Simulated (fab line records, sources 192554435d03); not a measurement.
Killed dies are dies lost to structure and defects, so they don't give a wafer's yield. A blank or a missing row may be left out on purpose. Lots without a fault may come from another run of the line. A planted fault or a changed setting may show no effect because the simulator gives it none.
A struck lot beside a sound one | flow n5_finfet | 39 steps out of a route of 1938
Sound: wafers L681.3, L681.5, L681.6. Struck: wafer L675.3. (L675.1, L675.2 of the same lot were not struck and are left out.) The cause comes at the end.
At each step with rows: each side's tool, then ch and its chambers, then its first start. Under that, the readings that differ: sound wafers | struck wafers | difference of the means | sigmas: that difference in standard deviations of wafers without a fault.
alike: readings whose means differ by less than 2 such deviations, and words and numbers that are the same on both sides. not compared: withheld readings, readings that some wafer has no value for, bounds like >300 that may hide the same value, and numbers for which the record gives no deviation and whose values overlap.
The two part at a step that has a row with sigmas, a row that says differs or no value, or rows on one side only. Numbers that don't overlap but have no deviation are shown without sigmas and don't part them. A reading that every wafer of one side lacks parts them only if that side has two wafers or more.

first, 9 steps without rows for these wafers: N5_HKMG_FIN_COAT_29 (time 60 s, resist thk 300 nm); N5_HKMG_FIN_COAT_30 (time 60 s, resist thk 35 nm); N5_HKMG_FIN_COAT_06 (resist thk 90 nm); N5_HKMG_FIN_EBR_08; N5_HKMG_FIN_SOFTBAKE_07 (time 60 s); N5_HKMG_FIN_EXPOSE_09 (exposes mask NWFM); N5_HKMG_FIN_PEB_10 (peb time 60 s); N5_HKMG_FIN_DEVELOP_11 (develop time 30 s); N5_HKMG_FIN_DESCUM_17 (chemistry O2, time 7.9 s).
N5_HKMG_FIN_ETCH_31: etches SiARC in CF4, target depth 45.5 nm, time 75.8 s.
  sound on rie_diel-03 ch 1,3, day 9 13:44; struck on rie_diel-02 ch 2, day 8 02:55
  alike: cf4_flow_sccm, drypump_motor_current_A, etch_rf_on_time_s, oes_product_au, rf_fwd_power_W, rf_vpp_V, showerhead_plenum_p_Torr, throttle_valve_pct
  not compared: rf_hours_counter_h
then, 28 steps without rows for these wafers: N5_HKMG_FIN_ETCH_32 (etches SOC in N2/H2, target depth 240 nm, time 300 s); N5_HKMG_FIN_STRIP_33 (strips in N2/H2); N5_HKMG_FIN_STRIP_34 (strips in CF4); N5_HKMG_FIN_ETCH_35 (etches SOC in N2/H2, target depth 215.8 nm, time 243.4 s); N5_HKMG_FIN_STRIP_92 (strips SOC in N2/H2, time 20 s); N5_HKMG_FIN_WET_ETCH_18 (etches TiN in SC1, time 55 s, target depth 5.2 nm, rinse time 30 s); N5_HKMG_FIN_STRIP_19 (strips in N2/H2, time 360 s); N5_HKMG_FIN_ALD_91 (deposits TiN, target thk 1 nm, pulse time 1 s, purge time 3 s); N5_HKMG_FIN_COAT_85 (time 60 s, resist thk 300 nm); N5_HKMG_FIN_ETCH_86 (etches SOC in N2/H2, stops on TiN, target depth 393.2 nm); N5_HKMG_FIN_STRIP_89 (strips SOC in N2/H2, time 20 s); N5_HKMG_FIN_WET_ETCH_87 (etches TiN in SC1, time 154.2 s, target depth 4.7 nm, rinse time 30 s); N5_HKMG_FIN_STRIP_88 (strips in N2/H2, time 360 s); N5_HKMG_FIN_NWFM_ALD_20 (deposits TiAlC, target thk 2 nm, pulse time 3 s, purge time 2 s); N5_HKMG_FIN_ALD_71 (deposits TiN, target thk 1 nm, pulse time 1 s, purge time 3 s); N5_HKMG_FIN_COAT_66 (time 60 s, resist thk 300 nm); N5_HKMG_FIN_ETCH_67 (etches SOC in N2/H2, stops on TiN, target depth 388.9 nm); N5_HKMG_FIN_STRIP_90 (strips SOC in N2/H2, time 20 s); N5_HKMG_FIN_WET_ETCH_73 (etches the open film in SC1, time 42.3 s, target depth 1.3 nm, rinse time 30 s); N5_HKMG_FIN_ETCHBACK_68 (etches the open film in Cl2/Ar, stops on HfO2, target depth 0.5 nm); N5_HKMG_FIN_STRIP_69 (strips in N2/H2, time 360 s); N5_HKMG_FIN_ALD_21 (deposits TiN, target thk 1.5 nm, pulse time 1 s, purge time 3 s); N5_HKMG_FIN_ALD_72 (deposits W, target thk 2 nm, pulse time 1 s, purge time 2 s); N5_HKMG_FIN_W_FILL_22 (material W, target thk 60 nm, time 18.2 s); N5_HKMG_FIN_PRECLEAN_83 (cleans in DIW, time 57.5 s); N5_HKMG_FIN_SRD_84 (dry time 32 s); N5_HKMG_FIN_CMP_23 (polishes, stops on SiNx, t overpolish 10 s, target thk 46.326 nm); N5_HKMG_FIN_CMP_94 (polishes, stops on SiNx, t overpolish 4.7 s, target thk 43.299 nm).
-- the record jumps here: 9 days lie between the struck wafers' starts before and after (it left off in module HKMG_FIN and takes up again in module PASSIVATION, whose first step shown is number 1936 of the route) --
N5_PASSIVATION_PROBE_49:
  the record has rows for the struck wafers here (prober-02, day 16 21:00) and none for the sound ones

WHERE THEY PART
Only at N5_PASSIVATION_PROBE_49, within this record.

WHY: what the simulator had put in
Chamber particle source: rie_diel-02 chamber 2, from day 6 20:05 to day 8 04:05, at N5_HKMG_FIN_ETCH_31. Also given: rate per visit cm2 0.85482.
